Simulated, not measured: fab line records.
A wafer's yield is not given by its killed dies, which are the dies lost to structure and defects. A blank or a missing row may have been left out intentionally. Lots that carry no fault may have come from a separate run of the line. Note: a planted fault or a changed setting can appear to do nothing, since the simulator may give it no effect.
fab line records :: flow n5_finfet
record:
  lots: 6
  wafers: 17
  last_day: 17
route steps=1938 shown BEOL_M11@1582
lots untouched by any fault: they come from a run of this same line in which no faults occurred
start_h: the number of hours between the record's first day and the start of the first shown wafer of the lot :: wait_h: hours from the lot's prior step to this one :: " the same as in the row above :: L1.1+2: a single row standing in for several wafers :: - either no value or no given start :: * or withheld: withheld :: < > ~ a bound
route shown NAME@n: names a module that has steps shown in the file, with the first one's number in the route :: usual: mean/standard deviation of fault-free wafers :: same: alike in all rows :: chamber/n: place in a boat :: sites: readings site by site :: _std_site: the standard deviation of these :: _edge_site: outer sites' mean less inner sites' :: radius_mm: how far each site lies from the wafer's centre :: mask NAME#n: copy n :: behind: the most recent tool/chamber to have shaped the wafer :: hold: reason for holding the lot/hours on hold/outcome of the hold :: device: names the non-switching transistor (n, p or np) :: end of line: at the end of the route, the tests of the same wafers :: step lacking rows: just its recipe :: killed: dies lost to structure and defects at the first sort, not the wafer's yield :: map: per-die view of a wafer (x killed, . not killed, _ where there is no die)
set.NAME: the run value of the setting; set.NAME@STEP: its run value at that earlier step :: model.NAME: the simulator's own value behind a step, which no gauge read
lots seen at some steps along the route; tables by step, rows by wafer
services: a tool's chamber out of use, with start hour (start_h, from the record's first day; less than 0 if before it), hours out, and reason
== steps ==
step: N5_BEOL_M11_HM_STRIP_39
recipe:
  chemistry: peroxide_tin_strip
  material: TiN
  target_depth_a: 250
  temp_c: 50
  time_s: 158
step: N5_BEOL_M11_SRD_40
recipe:
  time_s: 30
  temp_c: 23
  rinse_liquid: diw
  dry: ipa_marangoni
step: N5_BEOL_M11_PRECLEAN_42
recipe:
  chemistry: residue_remover
  time_s: 60
  temp_c: 40
step: N5_BEOL_M11_SRD_43
recipe:
  time_s: 30
  temp_c: 23
  rinse_liquid: diw
  dry: ipa_marangoni
step: N5_BEOL_M11_CD_MEAS_35
recipe:
  target_cd_nm: 70
  polarity: opening
usual:
  cd_nm: 69.9/0.46
lot.wafer: L710.1
tool: cd_sem-02
chamber: -
start_h: 209.85
wait_h: 0.0
cd_nm: 70.2

lot.wafer: L710.2
tool: cd_sem-02
chamber: -
start_h: 209.85
wait_h: 0.0
cd_nm: 70.0

lot.wafer: L710.3
tool: cd_sem-02
chamber: -
start_h: 209.85
wait_h: 0.0
cd_nm: 70.7

lot.wafer: L711.2
tool: cd_sem-01
chamber: -
start_h: 227.77
wait_h: 0.0
cd_nm: 69.6

lot.wafer: L711.4
tool: cd_sem-01
chamber: -
start_h: 227.77
wait_h: 0.0
cd_nm: 70.3

lot.wafer: L711.5
tool: cd_sem-01
chamber: -
start_h: 227.77
wait_h: 0.0
cd_nm: 70.4

lot.wafer: L721.1
tool: cd_sem-01
chamber: -
start_h: 290.32
wait_h: 0.0
cd_nm: 70.4

lot.wafer: L721.3
tool: cd_sem-01
chamber: -
start_h: 290.32
wait_h: 0.0
cd_nm: 70.7

lot.wafer: L721.6
tool: cd_sem-01
chamber: -
start_h: 290.32
wait_h: 0.0
cd_nm: 70.7

lot.wafer: L725.4
tool: cd_sem-01
chamber: -
start_h: 316.27
wait_h: 0.0
cd_nm: 69.6

lot.wafer: L725.5
tool: cd_sem-01
chamber: -
start_h: 316.27
wait_h: 0.0
cd_nm: 69.6

lot.wafer: L727.3
tool: cd_sem-01
chamber: -
start_h: 336.68
wait_h: 0.0
cd_nm: 70.4

lot.wafer: L727.4
tool: cd_sem-01
chamber: -
start_h: 336.68
wait_h: 0.0
cd_nm: 69.9

lot.wafer: L727.5
tool: cd_sem-01
chamber: -
start_h: 336.68
wait_h: 0.0
cd_nm: 69.5

lot.wafer: L732.1
tool: cd_sem-03
chamber: -
start_h: 373.20
wait_h: 0.0
cd_nm: 70.1

lot.wafer: L732.2
tool: cd_sem-03
chamber: -
start_h: 373.20
wait_h: 0.0
cd_nm: 69.6

lot.wafer: L732.5
tool: cd_sem-03
chamber: -
start_h: 373.20
wait_h: 0.0
cd_nm: 69.5
step: N5_BEOL_M11_CURE_72
recipe:
  temp_c: 370
  time_s: 120
  ambient: DMADMS/He
  material: SiCOH_lowk
usual:
  lamp_power_pct: 52.31/0.053
  wafer_temp_C_max: 371.8/0.61
lot.wafer: L710.1
tool: uv_cure-03
chamber: 2
start_h: 209.94
wait_h: 0.1
lamp_power_pct: 52.31
wafer_temp_C_max: 372.6

lot.wafer: L710.2
tool: uv_cure-03
chamber: 2
start_h: 209.94
wait_h: 0.1
lamp_power_pct: 52.37
wafer_temp_C_max: 371.9

lot.wafer: L710.3
tool: uv_cure-03
chamber: 2
start_h: 209.94
wait_h: 0.1
lamp_power_pct: 52.33
wafer_temp_C_max: 372.3

lot.wafer: L711.2
tool: uv_cure-03
chamber: 2
start_h: 227.86
wait_h: 0.1
lamp_power_pct: 52.29
wafer_temp_C_max: 372.5

lot.wafer: L711.4
tool: uv_cure-03
chamber: 2
start_h: 227.86
wait_h: 0.1
lamp_power_pct: 52.17
wafer_temp_C_max: 372.6

lot.wafer: L711.5
tool: uv_cure-03
chamber: 2
start_h: 227.86
wait_h: 0.1
lamp_power_pct: 52.29
wafer_temp_C_max: 372.5

lot.wafer: L721.1
tool: uv_cure-01
chamber: 1
start_h: 290.37
wait_h: 0.0
lamp_power_pct: 52.34
wafer_temp_C_max: 372.1

lot.wafer: L721.3
tool: uv_cure-01
chamber: 1
start_h: 290.37
wait_h: 0.0
lamp_power_pct: 52.28
wafer_temp_C_max: 372.2

lot.wafer: L721.6
tool: uv_cure-01
chamber: 1
start_h: 290.37
wait_h: 0.0
lamp_power_pct: 52.27
wafer_temp_C_max: 371.6

lot.wafer: L725.4
tool: uv_cure-01
chamber: 2
start_h: 316.46
wait_h: 0.2
lamp_power_pct: 52.29
wafer_temp_C_max: 371.7

lot.wafer: L725.5
tool: uv_cure-01
chamber: 2
start_h: 316.46
wait_h: 0.2
lamp_power_pct: 52.32
wafer_temp_C_max: 371.4

lot.wafer: L727.3
tool: uv_cure-03
chamber: 1
start_h: 336.82
wait_h: 0.1
lamp_power_pct: 52.33
wafer_temp_C_max: 370.9

lot.wafer: L727.4
tool: uv_cure-03
chamber: 1
start_h: 336.82
wait_h: 0.1
lamp_power_pct: 52.22
wafer_temp_C_max: 371.2

lot.wafer: L727.5
tool: uv_cure-03
chamber: 1
start_h: 336.82
wait_h: 0.1
lamp_power_pct: 52.35
wafer_temp_C_max: 371.1

lot.wafer: L732.1
tool: uv_cure-02
chamber: 1
start_h: 373.24
wait_h: 0.0
lamp_power_pct: 52.26
wafer_temp_C_max: 371.2

lot.wafer: L732.2
tool: uv_cure-02
chamber: 1
start_h: 373.24
wait_h: 0.0
lamp_power_pct: 52.33
wafer_temp_C_max: 371.4

lot.wafer: L732.5
tool: uv_cure-02
chamber: 1
start_h: 373.24
wait_h: 0.0
lamp_power_pct: 52.31
wafer_temp_C_max: 371.8
step: N5_BEOL_M11_DEGAS_44
recipe:
  ambient: vacuum
  temp_c: 250
  time_s: 60
usual:
  heater_power_w: 351/30
  susceptor_temp_C: 250.00/0.18
lot.wafer: L710.1
tool: pvd_sputter-03
chamber: -
start_h: 210.45
wait_h: 0.5
heater_power_w: 331
susceptor_temp_C: 250.14

lot.wafer: L710.2
tool: pvd_sputter-03
chamber: -
start_h: 210.45
wait_h: 0.5
heater_power_w: 383
susceptor_temp_C: 250.09

lot.wafer: L710.3
tool: pvd_sputter-03
chamber: -
start_h: 210.45
wait_h: 0.5
heater_power_w: 321
susceptor_temp_C: 249.84

lot.wafer: L711.2
tool: pvd_sputter-01
chamber: -
start_h: 228.60
wait_h: 0.7
heater_power_w: 345
susceptor_temp_C: 250.03

lot.wafer: L711.4
tool: pvd_sputter-01
chamber: -
start_h: 228.60
wait_h: 0.7
heater_power_w: 328
susceptor_temp_C: 250.01

lot.wafer: L711.5
tool: pvd_sputter-01
chamber: -
start_h: 228.60
wait_h: 0.7
heater_power_w: 353
susceptor_temp_C: 250.25

lot.wafer: L721.1
tool: pvd_sputter-01
chamber: -
start_h: 292.51
wait_h: 2.1
heater_power_w: 349
susceptor_temp_C: 250.02

lot.wafer: L721.3
tool: pvd_sputter-01
chamber: -
start_h: 292.51
wait_h: 2.1
heater_power_w: 339
susceptor_temp_C: 249.99

lot.wafer: L721.6
tool: pvd_sputter-01
chamber: -
start_h: 292.51
wait_h: 2.1
heater_power_w: 345
susceptor_temp_C: 250.01

lot.wafer: L725.4
tool: pvd_sputter-01
chamber: -
start_h: 317.58
wait_h: 1.1
heater_power_w: 345
susceptor_temp_C: 250.03

lot.wafer: L725.5
tool: pvd_sputter-01
chamber: -
start_h: 317.58
wait_h: 1.1
heater_power_w: 352
susceptor_temp_C: 250.28

lot.wafer: L727.3
tool: pvd_sputter-02
chamber: -
start_h: 339.09
wait_h: 2.2
heater_power_w: 351
susceptor_temp_C: 250.16

lot.wafer: L727.4
tool: pvd_sputter-02
chamber: -
start_h: 339.09
wait_h: 2.2
heater_power_w: 319
susceptor_temp_C: 250.07

lot.wafer: L727.5
tool: pvd_sputter-02
chamber: -
start_h: 339.09
wait_h: 2.2
heater_power_w: 424
susceptor_temp_C: 249.89

lot.wafer: L732.1
tool: pvd_sputter-01
chamber: -
start_h: 373.66
wait_h: 0.4
heater_power_w: 345
susceptor_temp_C: 249.83

lot.wafer: L732.2
tool: pvd_sputter-01
chamber: -
start_h: 373.66
wait_h: 0.4
heater_power_w: 348
susceptor_temp_C: 250.28

lot.wafer: L732.5
tool: pvd_sputter-01
chamber: -
start_h: 373.66
wait_h: 0.4
heater_power_w: 347
susceptor_temp_C: 249.86
step: N5_BEOL_M11_PRE_CLEAN_45
recipe:
  gas: H2/He
  time_s: 30
  temp_c: 250
step: N5_BEOL_M11_ALD_74
recipe:
  material: TaN
  target_thk_a: 20
  temp_c: 275
  ald_precursor_family: PDMAT
  ald_co_reactant: NH3
  pressure_torr: 3
  carrier_flow_sccm: 1500
  pulse_time_s: 2
  purge_time_s: 3
  co_reactant_purge_time_s: 2
  co_reactant_pulse_time_s: 3
  ald_cycles: 40
  precursor_vessel_temp_c: 75
  precursor_vessel_pressure_torr: 26.25
  precursor_vessel_carrier_sccm: 1000
usual:
  heater_power_w: 421/31
  susceptor_temp_C: 275.00/0.17
same:
  pulse_time_s: 2
lot.wafer: L710.1
tool: ald_metal-03
chamber: 1
start_h: 210.62
wait_h: 0.1
heater_power_w: 437
susceptor_temp_C: 275.20

lot.wafer: L710.2
tool: ald_metal-03
chamber: 3
start_h: 210.62
wait_h: 0.1
heater_power_w: 394
susceptor_temp_C: 275.18

lot.wafer: L710.3
tool: ald_metal-03
chamber: 0
start_h: 210.62
wait_h: 0.1
heater_power_w: 429
susceptor_temp_C: 275.18

lot.wafer: L711.2
tool: ald_metal-02
chamber: 1
start_h: 228.74
wait_h: 0.1
heater_power_w: 417
susceptor_temp_C: 274.75

lot.wafer: L711.4
tool: ald_metal-02
chamber: 2
start_h: 228.74
wait_h: 0.1
heater_power_w: 407
susceptor_temp_C: 275.06

lot.wafer: L711.5
tool: ald_metal-02
chamber: 2
start_h: 228.74
wait_h: 0.1
heater_power_w: 406
susceptor_temp_C: 275.22

lot.wafer: L721.1
tool: ald_metal-02
chamber: 1
start_h: 292.61
wait_h: 0.0
heater_power_w: 415
susceptor_temp_C: 275.07

lot.wafer: L721.3
tool: ald_metal-02
chamber: 2
start_h: 292.61
wait_h: 0.0
heater_power_w: 406
susceptor_temp_C: 275.04

lot.wafer: L721.6
tool: ald_metal-02
chamber: 0
start_h: 292.61
wait_h: 0.0
heater_power_w: 471
susceptor_temp_C: 275.07

lot.wafer: L725.4
tool: ald_metal-03
chamber: 2
start_h: 317.68
wait_h: 0.0
heater_power_w: 391
susceptor_temp_C: 275.07

lot.wafer: L725.5
tool: ald_metal-03
chamber: 1
start_h: 317.68
wait_h: 0.0
heater_power_w: 446
susceptor_temp_C: 274.92

lot.wafer: L727.3
tool: ald_metal-02
chamber: 3
start_h: 339.19
wait_h: 0.0
heater_power_w: 409
susceptor_temp_C: 274.93

lot.wafer: L727.4
tool: ald_metal-02
chamber: 1
start_h: 339.19
wait_h: 0.0
heater_power_w: 414
susceptor_temp_C: 275.15

lot.wafer: L727.5
tool: ald_metal-02
chamber: 1
start_h: 339.19
wait_h: 0.0
heater_power_w: 403
susceptor_temp_C: 274.76

lot.wafer: L732.1
tool: ald_metal-04
chamber: 0
start_h: 373.76
wait_h: 0.0
heater_power_w: 386
susceptor_temp_C: 274.69

lot.wafer: L732.2
tool: ald_metal-04
chamber: 3
start_h: 373.76
wait_h: 0.0
heater_power_w: 484
susceptor_temp_C: 275.11

lot.wafer: L732.5
tool: ald_metal-04
chamber: 1
start_h: 373.76
wait_h: 0.0
heater_power_w: 412
susceptor_temp_C: 274.62
step: N5_BEOL_M11_SURFACE_TREAT_76
recipe:
  gas: Ar
  time_s: *
  ion_energy_ev: *
  ion_current_ma_cm2: 0.5
  pressure_mtorr: *
  ar_flow_sccm: 30
usual:
  throttle_valve_pct: *
lot.wafer: L710.1
tool: pvd_sputter-03
chamber: -
start_h: 211.21
wait_h: 0.5
throttle_valve_pct: *

lot.wafer: L710.2
tool: pvd_sputter-03
chamber: -
start_h: 211.21
wait_h: 0.5
throttle_valve_pct: *

lot.wafer: L710.3
tool: pvd_sputter-03
chamber: -
start_h: 211.21
wait_h: 0.5
throttle_valve_pct: *

lot.wafer: L711.2
tool: pvd_sputter-01
chamber: -
start_h: 229.28
wait_h: 0.4
throttle_valve_pct: *

lot.wafer: L711.4
tool: pvd_sputter-01
chamber: -
start_h: 229.28
wait_h: 0.4
throttle_valve_pct: *

lot.wafer: L711.5
tool: pvd_sputter-01
chamber: -
start_h: 229.28
wait_h: 0.4
throttle_valve_pct: *

lot.wafer: L721.1
tool: pvd_sputter-01
chamber: -
start_h: 292.93
wait_h: 0.2
throttle_valve_pct: *

lot.wafer: L721.3
tool: pvd_sputter-01
chamber: -
start_h: 292.93
wait_h: 0.2
throttle_valve_pct: *

lot.wafer: L721.6
tool: pvd_sputter-01
chamber: -
start_h: 292.93
wait_h: 0.2
throttle_valve_pct: *

lot.wafer: L725.4
tool: pvd_sputter-01
chamber: -
start_h: 318.04
wait_h: 0.2
throttle_valve_pct: *

lot.wafer: L725.5
tool: pvd_sputter-01
chamber: -
start_h: 318.04
wait_h: 0.2
throttle_valve_pct: *

lot.wafer: L727.3
tool: pvd_sputter-02
chamber: -
start_h: 339.61
wait_h: 0.3
throttle_valve_pct: *

lot.wafer: L727.4
tool: pvd_sputter-02
chamber: -
start_h: 339.61
wait_h: 0.3
throttle_valve_pct: *

lot.wafer: L727.5
tool: pvd_sputter-02
chamber: -
start_h: 339.61
wait_h: 0.3
throttle_valve_pct: *

lot.wafer: L732.1
tool: pvd_sputter-02
chamber: -
start_h: 374.20
wait_h: 0.3
throttle_valve_pct: *

lot.wafer: L732.2
tool: pvd_sputter-02
chamber: -
start_h: 374.20
wait_h: 0.3
throttle_valve_pct: *

lot.wafer: L732.5
tool: pvd_sputter-02
chamber: -
start_h: 374.20
wait_h: 0.3
throttle_valve_pct: *
step: N5_BEOL_M11_CVD_75
recipe:
  material: Co
  target_thk_a: 20
  temp_c: withheld
  precursor: CCTBA/H2
  pressure_torr: 30
  time_s: 138.9
step: N5_BEOL_M11_SPUTTER_48
recipe:
  material: Cu
  target_thk_a: 120
  temp_c: -20
  bias_v: 60
  power_w: 26000
  chamber_pressure_pa: 0.13
  time_s: 2
usual:
  susceptor_temp_C: -20.00/0.11
  throttle_valve_pct: 30.0/0.96
lot.wafer: L710.1
tool: pvd_sputter-02
chamber: -
start_h: 211.63
wait_h: 0.1
susceptor_temp_C: -20.03
throttle_valve_pct: 29.1

lot.wafer: L710.2
tool: pvd_sputter-02
chamber: -
start_h: 211.63
wait_h: 0.1
susceptor_temp_C: -20.05
throttle_valve_pct: 28.8

lot.wafer: L710.3
tool: pvd_sputter-02
chamber: -
start_h: 211.63
wait_h: 0.1
susceptor_temp_C: -20.10
throttle_valve_pct: 29.8

lot.wafer: L711.2
tool: pvd_sputter-01
chamber: -
start_h: 229.54
wait_h: 0.1
susceptor_temp_C: -20.02
throttle_valve_pct: 31.8

lot.wafer: L711.4
tool: pvd_sputter-01
chamber: -
start_h: 229.54
wait_h: 0.1
susceptor_temp_C: -20.05
throttle_valve_pct: 29.8

lot.wafer: L711.5
tool: pvd_sputter-01
chamber: -
start_h: 229.54
wait_h: 0.1
susceptor_temp_C: -20.07
throttle_valve_pct: 30.2

lot.wafer: L721.1
tool: pvd_sputter-02
chamber: -
start_h: 293.19
wait_h: 0.1
susceptor_temp_C: -20.00
throttle_valve_pct: 28.8

lot.wafer: L721.3
tool: pvd_sputter-02
chamber: -
start_h: 293.19
wait_h: 0.1
susceptor_temp_C: -19.95
throttle_valve_pct: 28.8

lot.wafer: L721.6
tool: pvd_sputter-02
chamber: -
start_h: 293.19
wait_h: 0.1
susceptor_temp_C: -20.02
throttle_valve_pct: 29.0

lot.wafer: L725.4
tool: pvd_sputter-01
chamber: -
start_h: 318.36
wait_h: 0.0
susceptor_temp_C: -19.97
throttle_valve_pct: 31.9

lot.wafer: L725.5
tool: pvd_sputter-01
chamber: -
start_h: 318.36
wait_h: 0.0
susceptor_temp_C: -19.97
throttle_valve_pct: 30.7

lot.wafer: L727.3
tool: pvd_sputter-03
chamber: -
start_h: 339.91
wait_h: 0.1
susceptor_temp_C: -19.95
throttle_valve_pct: 31.9

lot.wafer: L727.4
tool: pvd_sputter-03
chamber: -
start_h: 339.91
wait_h: 0.1
susceptor_temp_C: -19.97
throttle_valve_pct: 29.6

lot.wafer: L727.5
tool: pvd_sputter-03
chamber: -
start_h: 339.91
wait_h: 0.1
susceptor_temp_C: -20.10
throttle_valve_pct: 31.7

lot.wafer: L732.1
tool: pvd_sputter-01
chamber: -
start_h: 376.02
wait_h: 1.4
susceptor_temp_C: -20.08
throttle_valve_pct: 29.9

lot.wafer: L732.2
tool: pvd_sputter-01
chamber: -
start_h: 376.02
wait_h: 1.4
susceptor_temp_C: -20.02
throttle_valve_pct: 31.9

lot.wafer: L732.5
tool: pvd_sputter-01
chamber: -
start_h: 376.02
wait_h: 1.4
susceptor_temp_C: -20.09
throttle_valve_pct: 32.0
step: N5_BEOL_M11_ECD_50
recipe:
  material: Cu
  target_thk_a: 3180
lot.wafer: L710.1
tool: ecd_cu-01
chamber: 1
start_h: 211.74
wait_h: 0.1
model.Cu_of_BEOL_M11_ECD_50.thk_nm: 314.4

lot.wafer: L710.2
tool: ecd_cu-01
chamber: 0
start_h: 211.74
wait_h: 0.1
model.Cu_of_BEOL_M11_ECD_50.thk_nm: 321.6

lot.wafer: L710.3
tool: ecd_cu-01
chamber: 0
start_h: 211.74
wait_h: 0.1
model.Cu_of_BEOL_M11_ECD_50.thk_nm: 320.6

lot.wafer: L711.2
tool: ecd_cu-02
chamber: 0
start_h: 229.65
wait_h: 0.1
model.Cu_of_BEOL_M11_ECD_50.thk_nm: 318

lot.wafer: L711.4
tool: ecd_cu-02
chamber: 1
start_h: 229.65
wait_h: 0.1
model.Cu_of_BEOL_M11_ECD_50.thk_nm: 322.4

lot.wafer: L711.5
tool: ecd_cu-02
chamber: 1
start_h: 229.65
wait_h: 0.1
model.Cu_of_BEOL_M11_ECD_50.thk_nm: 315.4

lot.wafer: L721.1
tool: ecd_cu-01
chamber: 0
start_h: 293.31
wait_h: 0.1
model.Cu_of_BEOL_M11_ECD_50.thk_nm: 319.8

lot.wafer: L721.3
tool: ecd_cu-01
chamber: 1
start_h: 293.31
wait_h: 0.1
model.Cu_of_BEOL_M11_ECD_50.thk_nm: 321.6

lot.wafer: L721.6
tool: ecd_cu-01
chamber: 1
start_h: 293.31
wait_h: 0.1
model.Cu_of_BEOL_M11_ECD_50.thk_nm: 320.8

lot.wafer: L725.4
tool: ecd_cu-01
chamber: 0
start_h: 318.51
wait_h: 0.1
model.Cu_of_BEOL_M11_ECD_50.thk_nm: 318.4

lot.wafer: L725.5
tool: ecd_cu-01
chamber: 0
start_h: 318.51
wait_h: 0.1
model.Cu_of_BEOL_M11_ECD_50.thk_nm: 575.6

lot.wafer: L727.3
tool: ecd_cu-01
chamber: 1
start_h: 340.05
wait_h: 0.1
model.Cu_of_BEOL_M11_ECD_50.thk_nm: 322.4

lot.wafer: L727.4
tool: ecd_cu-01
chamber: 0
start_h: 340.05
wait_h: 0.1
model.Cu_of_BEOL_M11_ECD_50.thk_nm: 321.4

lot.wafer: L727.5
tool: ecd_cu-01
chamber: 0
start_h: 340.05
wait_h: 0.1
model.Cu_of_BEOL_M11_ECD_50.thk_nm: 573

lot.wafer: L732.1+2
tool: ecd_cu-02
chamber: 0,1
start_h: 376.14
wait_h: 0.1
model.Cu_of_BEOL_M11_ECD_50.thk_nm: 317.4

lot.wafer: L732.5
tool: ecd_cu-02
chamber: 1
start_h: 376.14
wait_h: 0.1
model.Cu_of_BEOL_M11_ECD_50.thk_nm: 323.4
step: N5_BEOL_M11_ANNEAL_51
recipe:
  temp_c: 225
  time_s: 90
  ambient: N2
step: N5_BEOL_M11_CMP_52
recipe:
  stop_on: SiCOH_lowk
  t_overpolish_s: 7
  down_force_psi: 1
  platen_rpm: 50
  clearing_platen_down_force_psi: 1.5
  clearing_platen_rpm: 50
  post_cmp_clean: cu_alkaline
  target_thk_nm: 140
  clearing_platen_pad_velocity_m_s: 0.99484
  pad_velocity_m_s: 0.99484
usual:
  clearing_platen_down_force_psi: 1.499/0.003
  motor_current_A: 6.0/0.51
  slurry_flow_ml_min: 150.1/0.48
  time_to_endpoint_s: 65.6/2.6
lot.wafer: L710.2
tool: cmp-01
chamber: 3
start_h: 212.65
wait_h: 0.2
clearing_platen_down_force_psi: 1.492
motor_current_A: 6.0
slurry_flow_ml_min: 149.8
time_to_endpoint_s: 66.4

lot.wafer: L710.1
tool: cmp-01
chamber: 0
start_h: 212.65
wait_h: 0.2
clearing_platen_down_force_psi: 1.500
motor_current_A: 5.8
slurry_flow_ml_min: 150.2
time_to_endpoint_s: 60.1

lot.wafer: L710.3
tool: cmp-01
chamber: 2
start_h: 212.65
wait_h: 0.2
clearing_platen_down_force_psi: 1.505
motor_current_A: 5.8
slurry_flow_ml_min: 150.2
time_to_endpoint_s: 65.2

lot.wafer: L711.4
tool: cmp-03
chamber: 3
start_h: 230.14
wait_h: 0.2
clearing_platen_down_force_psi: 1.499
motor_current_A: 6.7
slurry_flow_ml_min: 150.1
time_to_endpoint_s: 66.6

lot.wafer: L711.2
tool: cmp-03
chamber: 0
start_h: 230.14
wait_h: 0.2
clearing_platen_down_force_psi: 1.496
motor_current_A: 6.3
slurry_flow_ml_min: 149.9
time_to_endpoint_s: 66.4

lot.wafer: L711.5
tool: cmp-03
chamber: 1
start_h: 230.14
wait_h: 0.2
clearing_platen_down_force_psi: 1.497
motor_current_A: 5.9
slurry_flow_ml_min: 151.2
time_to_endpoint_s: 68.7

lot.wafer: L721.1
tool: cmp-01
chamber: 2
start_h: 293.93
wait_h: 0.3
clearing_platen_down_force_psi: 1.495
motor_current_A: 5.7
slurry_flow_ml_min: 150.0
time_to_endpoint_s: 66.1

lot.wafer: L721.3
tool: cmp-01
chamber: 0
start_h: 293.93
wait_h: 0.3
clearing_platen_down_force_psi: 1.497
motor_current_A: 5.9
slurry_flow_ml_min: 150.7
time_to_endpoint_s: 63.6

lot.wafer: L721.6
tool: cmp-01
chamber: 1
start_h: 293.93
wait_h: 0.3
clearing_platen_down_force_psi: 1.502
motor_current_A: 5.6
slurry_flow_ml_min: 150.7
time_to_endpoint_s: 67.5

lot.wafer: L725.4
tool: cmp-01
chamber: 1
start_h: 319.00
wait_h: 0.2
clearing_platen_down_force_psi: 1.497
motor_current_A: 5.5
slurry_flow_ml_min: 149.8
time_to_endpoint_s: 65.7

lot.wafer: L725.5
tool: cmp-01
chamber: 3
start_h: 319.00
wait_h: 0.2
clearing_platen_down_force_psi: 1.499
motor_current_A: 6.0
slurry_flow_ml_min: 150.7
time_to_endpoint_s: 123.0

lot.wafer: L727.3
tool: cmp-01
chamber: 0
start_h: 340.51
wait_h: 0.2
clearing_platen_down_force_psi: 1.503
motor_current_A: 5.5
slurry_flow_ml_min: 149.5
time_to_endpoint_s: 64.9

lot.wafer: L727.4
tool: cmp-01
chamber: 1
start_h: 340.51
wait_h: 0.2
clearing_platen_down_force_psi: 1.497
motor_current_A: 5.6
slurry_flow_ml_min: 151.2
time_to_endpoint_s: 66.5

lot.wafer: L727.5
tool: cmp-01
chamber: 2
start_h: 340.51
wait_h: 0.2
clearing_platen_down_force_psi: 1.496
motor_current_A: 5.5
slurry_flow_ml_min: 150.0
time_to_endpoint_s: 113.7

lot.wafer: L732.2
tool: cmp-04
chamber: 3
start_h: 376.80
wait_h: 0.2
clearing_platen_down_force_psi: 1.498
motor_current_A: 5.4
slurry_flow_ml_min: 149.7
time_to_endpoint_s: 70.1

lot.wafer: L732.1
tool: cmp-04
chamber: 0
start_h: 376.80
wait_h: 0.2
clearing_platen_down_force_psi: 1.502
motor_current_A: 7.9
slurry_flow_ml_min: 150.5
time_to_endpoint_s: 70.5

lot.wafer: L732.5
tool: cmp-04
chamber: 0
start_h: 376.80
wait_h: 0.2
clearing_platen_down_force_psi: 1.506
motor_current_A: 7.5
slurry_flow_ml_min: 150.4
time_to_endpoint_s: 68.6
step: N5_BEOL_M11_THK_MEAS_53
recipe:
  thk_meas_gauge: xrf
  reads: Cu_of_BEOL_M11_ECD_50
usual:
  M11_THK: 140.6/2.4
lot.wafer: L710.1
tool: film_metro-01
chamber: -
start_h: 212.94
wait_h: -
M11_THK[nm]: 140.7

lot.wafer: L710.2
tool: film_metro-01
chamber: -
start_h: 212.94
wait_h: -
M11_THK[nm]: 139.0

lot.wafer: L710.3
tool: film_metro-01
chamber: -
start_h: 212.94
wait_h: -
M11_THK[nm]: 137.0

lot.wafer: L711.2
tool: film_metro-02
chamber: -
start_h: 230.36
wait_h: -
M11_THK[nm]: 140.8

lot.wafer: L711.4
tool: film_metro-02
chamber: -
start_h: 230.36
wait_h: -
M11_THK[nm]: 140.9

lot.wafer: L711.5
tool: film_metro-02
chamber: -
start_h: 230.36
wait_h: -
M11_THK[nm]: 139.4

lot.wafer: L721.1
tool: film_metro-02
chamber: -
start_h: 294.19
wait_h: -
M11_THK[nm]: 143.4

lot.wafer: L721.3
tool: film_metro-02
chamber: -
start_h: 294.19
wait_h: -
M11_THK[nm]: 139.4

lot.wafer: L721.6
tool: film_metro-02
chamber: -
start_h: 294.19
wait_h: -
M11_THK[nm]: 143.9

lot.wafer: L725.4
tool: film_metro-01
chamber: -
start_h: 319.18
wait_h: -
M11_THK[nm]: 143.0

lot.wafer: L725.5
tool: film_metro-01
chamber: -
start_h: 319.18
wait_h: -
M11_THK[nm]: 143.1

lot.wafer: L727.3
tool: film_metro-01
chamber: -
start_h: 340.73
wait_h: -
M11_THK[nm]: 140.1

lot.wafer: L727.4
tool: film_metro-01
chamber: -
start_h: 340.73
wait_h: -
M11_THK[nm]: 140.1

lot.wafer: L727.5
tool: film_metro-01
chamber: -
start_h: 340.73
wait_h: -
M11_THK[nm]: 138.2

lot.wafer: L732.1
tool: film_metro-02
chamber: -
start_h: 377.09
wait_h: -
M11_THK[nm]: 139.9

lot.wafer: L732.2
tool: film_metro-02
chamber: -
start_h: 377.09
wait_h: -
M11_THK[nm]: 141.2

lot.wafer: L732.5
tool: film_metro-02
chamber: -
start_h: 377.09
wait_h: -
M11_THK[nm]: 141.1
== services ==
tool: uv_cure-02
chamber: -
start_h: 194.20
hours: 3.5
kind: repair

tool: uv_cure-01
chamber: -
start_h: 197.76
hours: 1.0
kind: pm

tool: cmp-04
chamber: -
start_h: 202.11
hours: 4.0
kind: pm

tool: cmp-03
chamber: -
start_h: 204.25
hours: 0.4
kind: repair

tool: cmp-04
chamber: -
start_h: 207.42
hours: 3.5
kind: pm

tool: uv_cure-01
chamber: -
start_h: 213.00
hours: 2.8
kind: pm

tool: ald_metal-04
chamber: -
start_h: 214.64
hours: 14.6
kind: pm

tool: uv_cure-03
chamber: -
start_h: 249.33
hours: 2.1
kind: pm

tool: ecd_cu-01
chamber: -
start_h: 254.59
hours: 6.7
kind: pm

tool: cmp-01
chamber: -
start_h: 264.83
hours: 4.0
kind: pm

tool: cmp-01
chamber: -
start_h: 278.43
hours: 11.6
kind: pm

tool: uv_cure-02
chamber: -
start_h: 286.34
hours: 2.8
kind: pm

tool: cmp-03
chamber: -
start_h: 288.57
hours: 3.1
kind: pm

tool: ald_metal-04
chamber: -
start_h: 288.82
hours: 0.9
kind: repair

tool: uv_cure-02
chamber: -
start_h: 297.02
hours: 10.8
kind: repair

tool: cmp-04
chamber: -
start_h: 299.89
hours: 2.2
kind: repair

tool: ald_metal-02
chamber: -
start_h: 317.00
hours: 6.0
kind: pm

tool: pvd_sputter-02
chamber: -
start_h: 317.00
hours: 6.5
kind: repair

tool: cmp-01
chamber: -
start_h: 333.78
hours: 6.5
kind: pm

tool: uv_cure-01
chamber: -
start_h: 334.80
hours: 7.5
kind: pm

tool: ald_metal-03
chamber: -
start_h: 337.25
hours: 14.0
kind: pm

tool: cmp-04
chamber: -
start_h: 341.87
hours: 7.1
kind: pm

tool: uv_cure-01
chamber: -
start_h: 342.35
hours: 2.1
kind: pm

tool: cmp-04
chamber: -
start_h: 349.96
hours: 3.6
kind: repair
== key ==
first_sign:
  step: N5_BEOL_M11_CMP_52
  reading: time_to_endpoint_s
  direction: up
  sigmas: 20
  usual: *
  struck: *
effect none on later readings
model_effect:
  step: N5_BEOL_M11_ECD_50
  value: Cu_of_BEOL_M11_ECD_50.thk_nm
  without: 315.9
  struck: 574.3
met_at N5_BEOL_M11_ECD_50
struck_wafers L725.5,L727.5
onset_between 293.31 318.51
fault:
  kind: process_parameter_drift
  tool: ecd_cu-01
  chamber: -
  onset_h: 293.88
  steps: N5_BEOL_M11_ECD_50
  channel: target_thk_a
  offset: *
  shape: step
  end_h: 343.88
  scope: struck_wafers_only
  acts_in: *
  stated: *
